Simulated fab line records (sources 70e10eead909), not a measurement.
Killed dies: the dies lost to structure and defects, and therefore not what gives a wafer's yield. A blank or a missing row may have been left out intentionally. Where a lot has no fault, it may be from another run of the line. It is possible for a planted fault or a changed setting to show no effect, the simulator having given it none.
What tool caused it? / flow nand harc / 11 lots with 33 wafers sampled at 4 steps, on a route of 1302 steps

## WHAT THE GAUGES SHOWED, per wafer
NHARC_P_GATE_CD_MEAS_91 targets a cd of 2000 nm.
lot=L848; measured=day 5 17:30; on=cd sem-03; cd nm (nm)=1999.3 1999.5 1999.4
lot=L850; measured=day 6 12:59; on=cd sem-03; cd nm (nm)=2002.7 2001.9 2001.7
lot=L849; measured=day 6 13:30; on=cd sem-02; cd nm (nm)=2001.1 2000.5 2000.9
lot=L851; measured=day 7 01:43; on=cd sem-03; cd nm (nm)=2001.5 2001.9 1999.6
lot=L856; measured=day 9 02:39; on=cd sem-03; cd nm (nm)=1998.0 1998.1 1998.0
lot=L857; measured=day 9 13:38; on=cd sem-02; cd nm (nm)=2002.1 2000.1 2002.8
lot=L858; measured=day 10 05:14; on=cd sem-02; cd nm (nm)=1986.9 1984.8 1986.0 1987.1 1985.3 1986.4
lot=L859; measured=day 10 05:49; on=cd sem-03; cd nm (nm)=2000.9 2001.2 2001.3
lot=L867; measured=day 13 12:04; on=cd sem-01; cd nm (nm)=2002.5 1998.0 1999.2
lot=L868; measured=day 14 10:58; on=cd sem-02; cd nm (nm)=1999.8 2001.5 2000.8
lot=L870; measured=day 15 00:32; on=cd sem-02; cd nm (nm)=2000.1 1999.0 2003.2

## WHICH TOOL RAN EACH LOT (tool, then ch and the chambers of the sampled wafers, then the start)
lot=L848; NHARC_P_GATE_ETCHBACK_37=rie diel-05 ch 0,2,3, day 5 16:43 or earlier; NHARC_P_GATE_STRIP_76=plasma asher-02 ch 0,1, day 5 16:43; NHARC_P_GATE_EXPOSE_88=krf scanner-04 ch 0, day 5 17:20
lot=L850; NHARC_P_GATE_ETCHBACK_37=rie diel-03 ch 0,2,3, day 6 12:10 or earlier; NHARC_P_GATE_STRIP_76=plasma asher-01 ch 0,1, day 6 12:10; NHARC_P_GATE_EXPOSE_88=krf scanner-01 ch 0, day 6 12:50
lot=L849; NHARC_P_GATE_ETCHBACK_37=rie diel-06 ch 0,1,3, day 6 12:36 or earlier; NHARC_P_GATE_STRIP_76=plasma asher-02 ch 0,1, day 6 12:36; NHARC_P_GATE_EXPOSE_88=krf scanner-04 ch 0, day 6 13:21
lot=L851; NHARC_P_GATE_ETCHBACK_37=rie diel-05 ch 0,1,2, day 7 00:56 or earlier; NHARC_P_GATE_STRIP_76=plasma asher-01 ch 0,1, day 7 00:56; NHARC_P_GATE_EXPOSE_88=krf scanner-04 ch 0, day 7 01:34
lot=L856; NHARC_P_GATE_ETCHBACK_37=rie diel-05 ch 0,1,2, day 9 01:44 or earlier; NHARC_P_GATE_STRIP_76=plasma asher-01 ch 0,1, day 9 01:44; NHARC_P_GATE_EXPOSE_88=krf scanner-02 ch 0, day 9 02:30
lot=L857; NHARC_P_GATE_ETCHBACK_37=rie diel-06 ch 1,2,3, day 9 12:44 or earlier; NHARC_P_GATE_STRIP_76=plasma asher-01 ch 0,1, day 9 12:44; NHARC_P_GATE_EXPOSE_88=krf scanner-01 ch 0, day 9 13:29
lot=L858; NHARC_P_GATE_ETCHBACK_37=rie diel-05 ch 0,1,3, day 10 04:19 or earlier; NHARC_P_GATE_STRIP_76=plasma asher-02 ch 0,1, day 10 04:19; NHARC_P_GATE_EXPOSE_88=krf scanner-04 ch 0, day 10 05:05
lot=L859; NHARC_P_GATE_ETCHBACK_37=rie diel-06 ch 0,2, day 10 05:02 or earlier; NHARC_P_GATE_STRIP_76=plasma asher-01 ch 0,1, day 10 05:02; NHARC_P_GATE_EXPOSE_88=krf scanner-04 ch 0, day 10 05:40
lot=L867; NHARC_P_GATE_ETCHBACK_37=rie diel-03 ch 1,2,3, day 13 11:08 or earlier; NHARC_P_GATE_STRIP_76=plasma asher-01 ch 0,1, day 13 11:08; NHARC_P_GATE_EXPOSE_88=krf scanner-01 ch 0, day 13 11:54
lot=L868; NHARC_P_GATE_ETCHBACK_37=rie diel-03 ch 1,3, day 14 10:03 or earlier; NHARC_P_GATE_STRIP_76=plasma asher-01 ch 1, day 14 10:03; NHARC_P_GATE_EXPOSE_88=krf scanner-04 ch 0, day 14 10:49
lot=L870; NHARC_P_GATE_ETCHBACK_37=rie diel-05 ch 1,2, day 14 23:37 or earlier; NHARC_P_GATE_STRIP_76=plasma asher-02 ch 0,1, day 14 23:37; NHARC_P_GATE_EXPOSE_88=krf scanner-04 ch 0, day 15 00:23
- NHARC_P_GATE_ETCHBACK_37: etches the open film in CHF3/O2, target depth 34.5 nm, time 17.2 s.
- NHARC_P_GATE_STRIP_76: strips in O2.
- NHARC_P_GATE_EXPOSE_88: exposes mask P HVN, target cd 2000 nm.

## THE ANSWER, worked out from the rows above alone
Rule: what is usual is taken from the lots themselves. Put in order of their means at a reading, lots are off if they are a third of the lots or fewer, leave a main group of 4 or more, and stand apart from it by a gap of 3 or more times the standard deviation of the main group's means; of several such gaps the widest counts. Not used: any main group whose means are identical at the precision the tables above print for the reading. Also off: a lot with no number at a reading for which 4 or more lots have one. Where the step has rows for the other lots, those lots are counted as sound.
Off at NHARC_P_GATE_CD_MEAS_91 (cd nm): L858. Mean 2000.6 nm and standard deviation 1.1 in the main group.
If a tool, at a process step before that reading, ran all the lots that are off and no sound lot after the first of them, it fits. Gauges at NHARC_P_GATE_CD_MEAS_91: tried the same way as those tools. Because NHARC_P_GATE_ETCHBACK_37 lacks a start for some lots, the hours and order of its lots are taken from NHARC_P_GATE_STRIP_76. Not one of the candidates tried fits.

## WHAT THE SIMULATOR PUT IN
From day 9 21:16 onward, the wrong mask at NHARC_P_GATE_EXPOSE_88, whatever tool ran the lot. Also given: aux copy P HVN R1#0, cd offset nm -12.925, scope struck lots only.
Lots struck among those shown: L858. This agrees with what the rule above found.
